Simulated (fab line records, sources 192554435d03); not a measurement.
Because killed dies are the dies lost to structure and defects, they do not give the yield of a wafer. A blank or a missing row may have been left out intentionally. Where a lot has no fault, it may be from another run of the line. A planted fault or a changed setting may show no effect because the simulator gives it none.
Split-lot experiment + flow n5_finfet + 21 wafers read across 7 lots, on a route 1938 steps long

THE SPLIT ITSELF
At N5_FIN_SAQP_PECVD_06 (deposits a-Si from SiH4/He, target thk 60 nm, time 48.1 s), the setting time_s was moved away from the recipe's 48.1 s on 7 of the 21 wafers read, by -8.4% to +13.3%. This setting was run at the recipe's value on the other wafers.

FROM THE SPLIT TO THE READING: what the file shows between them, 9 steps
- N5_FIN_SAQP_THK_MEAS_07
- N5_FIN_SAQP_DEVELOP_15: develop time 30 s (also split here: develop_time_s)
- N5_FIN_SAQP_HM_OPEN_73: chemistry CHF3/O2, target SiO2, stops on a-Si, target depth 12 nm, time 16.8 s
- N5_FIN_SAQP_STRIP_74: strips in CHF3/O2
- N5_FIN_SAQP_MANDREL_ETCH_22: etches a-Si in HBr/Cl2, stops on SiNx, target depth 60 nm, bt time 10 s, time 30 s
- N5_FIN_SAQP_STRIP_55: strips in N2/H2
- N5_FIN_SAQP_STRIP_23: strips in SPM, time 750 s
- N5_FIN_SAQP_RECESS_75: chemistry HF/NH3, target SiO2, target depth 14.4 nm, afs cycles 3, sublimation time 60 s
- N5_FIN_SAQP_SPACER1_ALD_24: deposits SiO2, target thk 20.3 nm, pulse time 1 s, purge time 2 s

THE READING
a-Si_of_FIN_SAQP_PECVD_06.thk_nm (the simulator's own value, which no gauge read), in nm, at N5_FIN_SAQP_SPACER1_ETCHBACK_25 (etches SiO2 in CHF3/O2, target depth 24.4 nm, time 12.2 s). No usual value for it is given in the file. The 14 wafers here that ran the recipe average 59.4 nm, standard deviation 0.79 nm.

| wafer  | tool, chamber at the split | time_s as run, s | against the recipe | a-Si_of_FIN_SAQP_PECVD_06.thk_nm, nm | against lot-mates on the recipe |
|--------|----------------------------|------------------|--------------------|--------------------------------------|---------------------------------|
| L075.1 | pecvd-02, 0                | 48.1             | recipe             | 57.8                                 | -                               |
| L075.2 | pecvd-02, 1                | 48.1             | recipe             | 59                                   | -                               |
| L075.4 | pecvd-02, 1                | 54.49            | +13.3%             | 68.2                                 | +9.8                            |
| L078.2 | pecvd-02, 1                | 48.1             | recipe             | 58.8                                 | -                               |
| L078.5 | pecvd-02, 2                | 54.32            | +12.9%             | 68                                   | +9.2                            |
| L078.6 | pecvd-02, 0                | 54.32            | +12.9%             | 68.6                                 | +9.8                            |
| L079.1 | pecvd-04, 2                | 44.06            | -8.4%              | 54.4                                 | -4.6                            |
| L079.3 | pecvd-04, 0                | 48.1             | recipe             | 59                                   | -                               |
| L079.4 | pecvd-04, 2                | 44.06            | -8.4%              | 55.2                                 | -3.8                            |
| L080.2 | pecvd-03, 1                | 48.1             | recipe             | 59                                   | -                               |
| L080.3 | pecvd-03, 0                | 48.1             | recipe             | 58.8                                 | -                               |
| L080.5 | pecvd-03, 1                | 48.1             | recipe             | 60                                   | -                               |
| L082.3 | pecvd-03, 0                | 48.1             | recipe             | 58.6                                 | -                               |
| L082.4 | pecvd-03, 1                | 48.1             | recipe             | 60.6                                 | -                               |
| L082.5 | pecvd-03, 2                | 48.1             | recipe             | 59                                   | -                               |
| L088.1 | pecvd-03, 1                | 48.1             | recipe             | 60                                   | -                               |
| L088.5 | pecvd-03, 1                | 48.1             | recipe             | 60.2                                 | -                               |
| L088.6 | pecvd-03, 2                | 48.1             | recipe             | 60.6                                 | -                               |
| L089.1 | pecvd-02, 1                | 51.24            | +6.5%              | 62.6                                 | +3.0                            |
| L089.4 | pecvd-02, 0                | 48.1             | recipe             | 59.6                                 | -                               |
| L089.6 | pecvd-02, 2                | 51.24            | +6.5%              | 62.8                                 | +3.2                            |

FIT RESULTS
A straight line over all 21 wafers: a-Si_of_FIN_SAQP_PECVD_06.thk_nm changes by +0.632 nm for each +1% of time_s; r = +0.98; the points scatter about the line by 0.82 nm.
The same after taking each lot's own level away (the mean of its wafers on the recipe; 21 wafers): +0.652 nm for each +1%; r = +0.98; scatter 0.84 nm.
That fit puts the effect of the largest move of time_s on the reading at 8.7 nm.
The span of the lots' own levels, 58.40 to 60.27 nm, comes to 2.4 times the standard deviation stated above.
Hence the lot-to-lot level has little effect on the slope; both slopes agree.
Check: for one of the wafers moved furthest among these (+13.3%), held out of the fit, the line's prediction against its lot-mates is +8.52 nm. It came out at +9.8 nm against them.

ADDITIONAL SPLITS CARRIED BY THESE WAFERS
Note: prior to the reading, these wafers also went through further splits. Each is held against what the fit with the lots' levels taken away leaves over:
| other split on the same wafers            | wafers away from the commonest value | r with a-Si_of_FIN_SAQP_PECVD_06.thk_nm (lot level and that fit taken away) |
|-------------------------------------------|--------------------------------------|-----------------------------------------------------------------------------|
| N5_ZERO_LAYER_PECVD_02 time_s             | 6                                    | +0.25                                                                       |
| N5_ZERO_LAYER_COAT_05 spin_rpm            | 5                                    | +0.33                                                                       |
| N5_PMOS_HMC_CHANNEL_EPI_EXPOSE_06 dose_mj | 4                                    | -0.37                                                                       |
| N5_PMOS_HMC_CHANNEL_EPI_PEB_07 peb_temp_c | 6                                    | -0.33                                                                       |
| N5_FIN_SAQP_DEVELOP_15 develop_time_s     | 7                                    | -0.17                                                                       |

THE WHOLE CHAIN: every reading that the file lists as answering this split, in the file's order
| step                            | what it does                                                                       | reading                                                                           | change (the file's fit)               | r (the file's) |
|---------------------------------|------------------------------------------------------------------------------------|-----------------------------------------------------------------------------------|---------------------------------------|----------------|
| N5_FIN_SAQP_PECVD_06            | deposits a-Si from SiH4/He, target thk 60 nm, time 48.1 s                          | a-Si_of_FIN_SAQP_PECVD_06.thk_nm (the simulator's own value, which no gauge read) | +0.665 nm for each +1% of the setting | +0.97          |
| N5_FIN_SAQP_THK_MEAS_07         |                                                                                    | thk_nm                                                                            | withheld for each +1% of the setting  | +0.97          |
| N5_FIN_SAQP_MANDREL_ETCH_22     | etches a-Si in HBr/Cl2, stops on SiNx, target depth 60 nm, bt time 10 s, time 30 s | etch.depth_nm (the simulator's own value, which no gauge read)                    | +0.665 nm for each +1% of the setting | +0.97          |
| N5_FIN_SAQP_SPACER1_ETCHBACK_25 | etches SiO2 in CHF3/O2, target depth 24.4 nm, time 12.2 s                          | a-Si_of_FIN_SAQP_PECVD_06.thk_nm (the simulator's own value, which no gauge read) | +0.675 nm for each +1% of the setting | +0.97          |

FILE'S OWN FIT
a-Si_of_FIN_SAQP_PECVD_06.thk_nm changes by +0.675 nm for each +1% of time_s, r = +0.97.
